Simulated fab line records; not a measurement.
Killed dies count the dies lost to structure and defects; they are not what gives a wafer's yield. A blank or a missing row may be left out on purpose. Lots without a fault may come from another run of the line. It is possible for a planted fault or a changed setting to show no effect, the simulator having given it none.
Chamber matching	flow n5Finfet	4 sister chambers for N5_GATE_CUT_ETCH_58 on rieDiel-02
The step etches SiNx in CH3F/O2, target depth 17 nm, time 128.6 s. 4 wafers are shown with their chamber, then 8 later ones without.

## WAFERS PAIRED WITH THEIR CHAMBERS
wafer	chamber	drypumpMotorCurrentA (A)
L078.5	1	5.6
L080.3	3	5.9
L080.5	0	4.8
L084.1	2	6.0

## WAFERS WITH NO CHAMBER GIVEN
wafer	drypumpMotorCurrentA (A)
L084.2	4.8
L084.4	5.6
L092.1	6.1
L092.2	5.6
L092.5	4.8
L094.1	6.0
L094.4	4.8
L094.5	5.6

## CHAMBER TAKEN BY EACH
wafer	from the rows above	in truth
L084.2	0	0
L084.4	1	1
L092.1	2	2
L092.2	1	1
L092.5	0	0
L094.1	2	2
L094.4	0	0
L094.5	1	1
Correctly placed: 8 of 8. Not placeable from these rows: 0. Number placed wrongly: 0.
How it was worked out, from the rows above alone: a wafer's distance from a chamber is the root of the sum, over the readings, of the square of ((its reading less the chamber's mean) divided by the reading's scatter). The wafer belongs to the nearest chamber; if the next one is less than 2 further off, it can't be placed. Each chamber's mean is taken over the wafers shown for it. The scatter (one wafer shown for each chamber): square how far every hidden wafer sits from the nearest shown wafer, average those squares and take the square root.
